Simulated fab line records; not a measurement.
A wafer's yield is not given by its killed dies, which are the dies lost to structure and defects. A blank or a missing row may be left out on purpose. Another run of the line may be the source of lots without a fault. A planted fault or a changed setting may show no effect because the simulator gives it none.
Chamber matching + flow n5-finfet + N5_BEOL_M6_DESCUM_16 on rie-diel-05 has 4 sister chambers
The step chemistry O2, time 7.9 s. 8 wafers are shown with their chamber, then 12 later ones without.

WAFERS WITH THEIR CHAMBER
| wafer  | chamber | showerhead-plenum-p-Torr (Torr) | throttle-valve-pct (%) |
|--------|---------|---------------------------------|------------------------|
| L085.5 | 1       | 2.22                            | 20.26                  |
| L086.6 | 2       | 2.14                            | 20.10                  |
| L088.3 | 1       | 2.21                            | 20.29                  |
| L088.4 | 3       | 2.12                            | 20.65                  |
| L088.5 | 0       | 2.01                            | 20.49                  |
| L090.1 | 2       | 2.14                            | 20.14                  |
| L090.2 | 3       | 2.12                            | 20.65                  |
| L090.3 | 0       | 2.01                            | 20.53                  |

WAFERS WHOSE CHAMBER IS MISSING
| wafer  | showerhead-plenum-p-Torr (Torr) | throttle-valve-pct (%) |
|--------|---------------------------------|------------------------|
| L094.2 | 2.21                            | 20.30                  |
| L094.3 | 2.14                            | 20.13                  |
| L094.5 | 2.14                            | 20.13                  |
| L093.1 | 2.11                            | 20.67                  |
| L093.2 | 2.14                            | 20.13                  |
| L093.3 | 2.21                            | 20.30                  |
| L093.4 | 2.01                            | 20.53                  |
| L093.5 | 2.14                            | 20.13                  |
| L093.6 | 2.11                            | 20.66                  |
| L097.2 | 2.11                            | 20.69                  |
| L097.5 | 2.01                            | 20.52                  |
| L097.6 | 2.11                            | 20.68                  |

THE CHAMBER EACH PASSED THROUGH
| wafer  | from the rows above | in truth |
|--------|---------------------|----------|
| L094.2 | 1                   | 1        |
| L094.3 | 2                   | 2        |
| L094.5 | 2                   | 2        |
| L093.1 | 3                   | 3        |
| L093.2 | 2                   | 2        |
| L093.3 | 1                   | 1        |
| L093.4 | 0                   | 0        |
| L093.5 | 2                   | 2        |
| L093.6 | 3                   | 3        |
| L097.2 | 3                   | 3        |
| L097.5 | 0                   | 0        |
| L097.6 | 3                   | 3        |
Placed correctly: 12 of 12. Can't be placed from these rows: 0. Placed wrongly: 0.
How it was worked out, from the rows above alone: a wafer's distance from a chamber is the root of the sum, over the readings, of the square of ((its reading less the chamber's mean) divided by the reading's scatter). The wafer belongs to the nearest chamber; if the next one is less than 2 further off, it can't be placed. A chamber's mean is the mean of its shown wafers. The scatter: take each reading less its chamber's mean, square it, sum over the shown wafers, divide by the number of wafers less the number of chambers, and take the root.
